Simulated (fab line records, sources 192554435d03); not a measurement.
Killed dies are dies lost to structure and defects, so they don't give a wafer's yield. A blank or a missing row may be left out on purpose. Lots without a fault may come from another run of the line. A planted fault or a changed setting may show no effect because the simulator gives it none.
Chamber matching | flow n5_finfet | N5_BEOL_M0_SAQP_DESCUM_45 on rie_diel-06: 4 sister chambers
The step chemistry O2, time 7 s. 4 wafers are shown with their chamber, then 7 later ones without.

WAFERS WITH THEIR CHAMBER
wafer  | chamber | showerhead_plenum_p_Torr (Torr)
L088.1 | 1       | 2.07
L088.3 | 3       | 2.15
L088.4 | 2       | 2.15
L088.5 | 0       | 2.13

WAFERS WITHOUT THEIR CHAMBER
wafer  | showerhead_plenum_p_Torr (Torr)
L088.6 | 2.07
L091.2 | 2.12
L091.4 | 2.06
L091.6 | 2.15
L097.1 | 2.12
L097.2 | 2.14
L097.4 | 2.14

WHICH CHAMBER EACH WENT THROUGH
wafer  | from the rows above          | in truth
L088.6 | 1                            | 1
L091.2 | 0                            | 0
L091.4 | 1                            | 1
L091.6 | can't be placed: 2 or 3      | 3
L097.1 | 0                            | 0
L097.2 | can't be placed: 2 or 3 or 0 | 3
L097.4 | can't be placed: 2 or 3 or 0 | 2
Placed correctly: 4 of 7. Can't be placed from these rows: 3 (the true chamber is among the candidates in 3). Placed wrongly: 0.
How it was worked out, from the rows above alone: a wafer's distance from a chamber is the root of the sum, over the readings, of the square of ((its reading less the chamber's mean) divided by the reading's scatter). The wafer belongs to the nearest chamber; if the next one is less than 2 further off, it can't be placed. A chamber's mean is the mean of its shown wafers. The scatter: with one shown wafer a chamber, the root of the mean of the squares of how far each hidden wafer lies from its nearest shown one.
